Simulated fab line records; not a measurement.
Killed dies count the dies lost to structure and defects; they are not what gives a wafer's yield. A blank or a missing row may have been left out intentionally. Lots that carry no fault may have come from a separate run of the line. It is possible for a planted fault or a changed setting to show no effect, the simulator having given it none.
Which tool was responsible? ; flow n5 finfet ; 9 lots with 27 wafers sampled at 8 steps, on a route of 1938 steps

WHAT THE GAUGES READ, wafer by wafer
N5_BEOL_M4_RC_MEAS_101.
lot;measured;on;DIBL_N (mV/V);DIBL_P (mV/V);IOFF_N (nA/um);IOFF_P (nA/um);ION_N (uA/um);ION_P (uA/um);SS_N (mV/dec);SS_P (mV/dec);VT_N (mV);VT_P (mV)
L459;day 8 10:20;prober-02;32.9 35.1 33.6;32.6 35.7 34.0;0.114 0.150 0.129;0.14 0.19 0.16;671 669 661;458 462 452;70.9 71.1 71.8;72.6 74.1 72.5;255.4 249.7 252.2;-259 -252 -254
L460;day 9 01:08;prober-01;37.5 38.1 38.2;36.8 38.0 38.0;0.167 0.175 0.187;0.23 0.25 0.26;666 671 680;457 462 468;71.6 71.3 72.5;74.2 73.7 74.3;248.8 248.0 248.9;-249 -244 -246
L462;day 9 08:10;prober-01;34.8 33.5 34.9;36.6 34.8 36.3;0.169 0.140 0.165;0.20 0.17 0.20;691 672 692;466 467 471;71.5 71.0 70.9;73.7 72.9 74.6;249.6 250.4 247.7;-250 -251 -251
L468;day 10 18:48;prober-02;38.9 39.4 39.1;37.9 38.2 37.9;0.218 0.235 0.222;0.28 0.28 0.28;683 689 696;474 469 473;72.0 72.1 72.5;73.7 74.2 73.8;246.9 242.8 244.2;-247 -246 -245
L477;day 12 18:37;prober-01;37.5 35.4 36.4;35.8 34.7 35.1;0.166 0.140 0.143;0.21 0.20 0.20;678 668 668;463 462 460;71.2 71.3 71.1;73.0 72.8 72.6;249.6 248.2 247.9;-249 -251 -252
L479;day 13 16:11;prober-01;38.4 35.0 35.9;42.3 37.9 38.6;0.213 0.145 0.164;0.29 0.21 0.23;685 680 682;470 470 471;72.8 70.8 71.5;74.2 72.1 72.9;246.6 248.1 250.8;-245 -250 -249
L478;day 13 19:29;prober-01;33.9 34.3 34.3;34.1 34.0 33.9;0.123 0.123 0.128;0.21 0.20 0.21;676 665 663;477 459 467;71.4 71.0 71.2;72.4 73.1 72.2;255.8 254.4 256.5;-246 -248 -247
L480;day 13 21:23;prober-01;35.9 35.8 35.9;35.8 36.3 36.1;0.146 0.143 0.152;0.20 0.20 0.20;667 671 675;459 467 462;71.0 71.2 71.4;73.1 73.1 72.5;253.6 250.4 251.3;-251 -253 -254
L482;day 14 08:29;prober-01;36.3 36.5 38.5;35.8 35.5 39.0;0.173 0.165 0.217;0.24 0.23 0.30;681 671 696;463 462 473;71.5 72.0 72.0;73.2 74.0 74.1;246.1 247.7 243.8;-246 -246 -245

N5_BEOL_M5_OCD_MEAS_38.
lot;measured;on;trench depth nm (nm)
L459;day 8 18:15;ocd-02;73.0 73.0 72.8
L460;day 9 07:56;ocd-02;72.6 71.8 69.8
L462;day 9 15:21;ocd-02;70.0 72.1 72.1
L468;day 10 23:56;ocd-01;120.8 72.4 118.3
L477;day 13 01:40;ocd-01;71.0 69.2 71.9
L479;day 13 20:42;ocd-01;71.8 71.8 69.4
L478;day 14 04:16;ocd-02;70.3 70.1 70.6
L480;day 14 04:11;ocd-02;72.9 72.0 73.5
L482;day 14 13:02;ocd-02;72.3 70.1 72.1

N5_BEOL_M5_THK_MEAS_53: measures by xrf.
lot;measured;on;M5_THK (nm)
L459;day 9 01:40;film metro-01;63.4 63.5 62.8
L460;day 9 15:11;film metro-01;64.3 63.4 60.1
L462;day 9 23:18;film metro-01;61.0 61.2 60.6
L468;day 11 07:58;film metro-01;111.6 63.7 108.6
L477;day 13 09:46;film metro-02;63.3 61.6 63.1
L479;day 14 04:44;film metro-02;62.4 62.7 59.7
L478;day 14 13:01;film metro-01;60.7 61.8 63.4
L480;day 14 10:29;film metro-02;62.1 62.2 62.9
L482;day 14 20:54;film metro-02;63.3 60.6 63.8

N5_BEOL_M5_RS_MEAS_57: uses a four-point probe to measure.
lot;measured;on;M5_RS (ohm/sq)
L459;day 9 01:55;film metro-01;0.381 0.378 0.384
L460;day 9 15:26;film metro-01;0.374 0.380 0.404
L462;day 9 23:34;film metro-01;0.395 0.392 0.396
L468;day 11 08:13;film metro-02;0.197 0.378 0.202
L477;day 13 10:02;film metro-01;0.383 0.399 0.383
L479;day 14 04:59;film metro-02;0.385 0.381 0.408
L478;day 14 13:19;film metro-01;0.405 0.395 0.383
L480;day 14 10:47;film metro-02;0.385 0.382 0.380
L482;day 14 21:10;film metro-01;0.381 0.399 0.375

WHICH TOOL RAN EACH LOT (tool, then ch and the chambers of the sampled wafers, then the start)
lot;N5_BEOL_M5_TRENCH_ETCH_37;N5_BEOL_M5_SPUTTER_81;N5_BEOL_M5_ANNEAL_84;N5_BEOL_M5_SPUTTER_88
L459;rie diel-05 ch 0,1,3, day 8 18:06;pvd sputter-03, day 8 21:35;pvd sputter-03, day 8 22:46;pvd sputter-03, day 8 23:46
L460;rie diel-06 ch 1,2,3, day 9 07:47;pvd sputter-01, day 9 11:07;pvd sputter-01, day 9 12:17;pvd sputter-01, day 9 13:17
L462;rie diel-05 ch 0,1,2, day 9 15:11;pvd sputter-01, day 9 19:14;pvd sputter-01, day 9 20:24;pvd sputter-01, day 9 21:25
L468;rie diel-06 ch 0,1,3, day 10 23:47;pvd sputter-03, day 11 03:49;pvd sputter-03, day 11 04:59;pvd sputter-03, day 11 05:59
L477;rie diel-05 ch 0,2,3, day 13 01:31;pvd sputter-02, day 13 05:41;pvd sputter-02, day 13 06:50;pvd sputter-02, day 13 07:51
L479;rie diel-02 ch 0,1,3, day 13 20:32;pvd sputter-02, day 14 00:41;pvd sputter-02, day 14 01:50;pvd sputter-02, day 14 02:51
L478;rie diel-06 ch 0,2, day 14 04:07;pvd sputter-01, day 14 08:16;pvd sputter-01, day 14 09:26;pvd sputter-01, day 14 10:26
L480;rie diel-05 ch 1,3, day 14 04:02;pvd sputter-03, day 14 06:26;pvd sputter-03, day 14 07:36;pvd sputter-03, day 14 08:37
L482;rie diel-05 ch 0,1,2, day 14 12:53;pvd sputter-03, day 14 16:50;pvd sputter-03, day 14 18:01;pvd sputter-03, day 14 19:01
- N5_BEOL_M5_TRENCH_ETCH_37: etches SiCOH lowk in C4F6/O2, target depth 71.652 nm, time 24.7 s.
- N5_BEOL_M5_SPUTTER_81: material Cu, target thk 15 nm, time 27.62 s.
- N5_BEOL_M5_ANNEAL_84: time 1800 s.
- N5_BEOL_M5_SPUTTER_88: material Cu, target thk 15 nm, time 27.62 s.

AS READ BY THE TOOLS THEMSELVES (means over the sampled wafers that have a number; for cases with no such wafer, the mark the record gives instead)
N5_BEOL_M5_TRENCH_ETCH_37.
lot;tool;O2_flow_sccm (sccm);drypump motor current A (A);oes product au (a.u.);rf vpp V (V);showerhead plenum p Torr (Torr);throttle valve pct (%)
L459;rie diel-05;10.02;5.6;0.85;663;2.82;20.88
L460;rie diel-06;10.04;5.7;0.81;666;2.80;21.04
L462;rie diel-05;10.02;5.8;0.76;660;2.86;20.84
L468;rie diel-06;10.00;5.6;1.04;668;2.87;21.03
L477;rie diel-05;9.99;5.9;0.75;664;2.85;20.86
L479;rie diel-02;9.98;5.7;0.80;667;2.89;20.98
L478;rie diel-06;10.02;5.8;0.74;660;2.88;21.13
L480;rie diel-05;9.99;5.5;0.85;663;2.79;20.90
L482;rie diel-05;10.03;5.8;0.73;660;2.84;20.90

N5_BEOL_M5_SPUTTER_81.
lot;tool;throttle valve pct (%)
L459;pvd sputter-03;30.0
L460;pvd sputter-01;30.4
L462;pvd sputter-01;30.0
L468;pvd sputter-03;29.8
L477;pvd sputter-02;29.7
L479;pvd sputter-02;30.6
L478;pvd sputter-01;29.7
L480;pvd sputter-03;29.1
L482;pvd sputter-03;30.7

N5_BEOL_M5_ANNEAL_84.
lot;tool;heater power w (W)
L459;pvd sputter-03;865
L460;pvd sputter-01;745
L462;pvd sputter-01;724
L468;pvd sputter-03;880
L477;pvd sputter-02;800
L479;pvd sputter-02;792
L478;pvd sputter-01;931
L480;pvd sputter-03;869
L482;pvd sputter-03;849

N5_BEOL_M5_SPUTTER_88.
lot;tool;throttle valve pct (%)
L459;pvd sputter-03;30.1
L460;pvd sputter-01;30.4
L462;pvd sputter-01;29.7
L468;pvd sputter-03;29.7
L477;pvd sputter-02;29.6
L479;pvd sputter-02;30.4
L478;pvd sputter-01;29.7
L480;pvd sputter-03;29.1
L482;pvd sputter-03;30.6

THE ANSWER, worked out from the rows above alone
Rule: usual is defined by the lots themselves. The widest of any qualifying gaps counts: lots, ordered by their means at a reading, are off when they make up no more than a third of the lots, leave a main group of 4 or more, and stand apart from it by 3 or more times the standard deviation of that group's means. Not used: any main group whose means are identical at the precision the tables above print for the reading. A lot without any number at a reading at which 4 lots or more have one is off too. Where the step has rows for the other lots, those lots are counted as sound. After the gauges, taken in route order, come the tools' own readings; for these a lot's mean is taken, as printed above. The first step at which some lot is off is used, and at that step the reading that is off furthest; a lot without a number counts as furthest.
Off, at N5_BEOL_M5_OCD_MEAS_38 on trench depth nm: L468. The main group has a mean of 71.5 nm with a standard deviation of 0.87.
A tool fits if, at a process step before that reading, it ran every lot that is off, and no sound lot after the first of them. The gauges at N5_BEOL_M5_OCD_MEAS_38 aren't tried: what is off there is off at N5_BEOL_M5_THK_MEAS_53 too, on other tools, and a gauge's error can't cause that. None of those tried fits.

WHAT THE SIMULATOR HAD PUT IN
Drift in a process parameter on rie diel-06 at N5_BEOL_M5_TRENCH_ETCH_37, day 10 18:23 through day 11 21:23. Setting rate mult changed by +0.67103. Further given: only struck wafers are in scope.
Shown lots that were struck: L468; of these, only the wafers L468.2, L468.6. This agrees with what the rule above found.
